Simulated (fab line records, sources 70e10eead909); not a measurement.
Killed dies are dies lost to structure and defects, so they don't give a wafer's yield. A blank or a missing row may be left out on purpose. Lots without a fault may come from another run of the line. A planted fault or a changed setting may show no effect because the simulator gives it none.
Chamber matching | flow nand_harc | NHARC_A_CONTACT_ALD_18 on ald_metal-03: 4 sister chambers
The step deposits TiN, target thk 3 nm, pulse time 1 s, ald cycles 150. 4 wafers are shown with their chamber, then 7 later ones without.

WAFERS WITH THEIR CHAMBER
wafer  | chamber | heater_power_w (W)
L848.1 | 1       | 1226
L850.5 | 3       | 1126
L854.1 | 0       | 1103
L854.2 | 2       | 1344

WAFERS WITHOUT THEIR CHAMBER
wafer  | heater_power_w (W)
L854.5 | 1242
L856.3 | 1384
L856.5 | 1230
L856.6 | 1126
L865.3 | 1349
L865.4 | 1242
L865.6 | 1098

WHICH CHAMBER EACH WENT THROUGH
wafer  | from the rows above     | in truth
L854.5 | 1                       | 1
L856.3 | 2                       | 2
L856.5 | 1                       | 1
L856.6 | can't be placed: 3 or 0 | 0
L865.3 | 2                       | 2
L865.4 | 1                       | 1
L865.6 | can't be placed: 0 or 3 | 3
Placed correctly: 5 of 7. Can't be placed from these rows: 2 (the true chamber is among the candidates in 2). Placed wrongly: 0.
How it was worked out, from the rows above alone: a wafer's distance from a chamber is the root of the sum, over the readings, of the square of ((its reading less the chamber's mean) divided by the reading's scatter). The wafer belongs to the nearest chamber; if the next one is less than 2 further off, it can't be placed. A chamber's mean is the mean of its shown wafers. The scatter: with one shown wafer a chamber, the root of the mean of the squares of how far each hidden wafer lies from its nearest shown one.
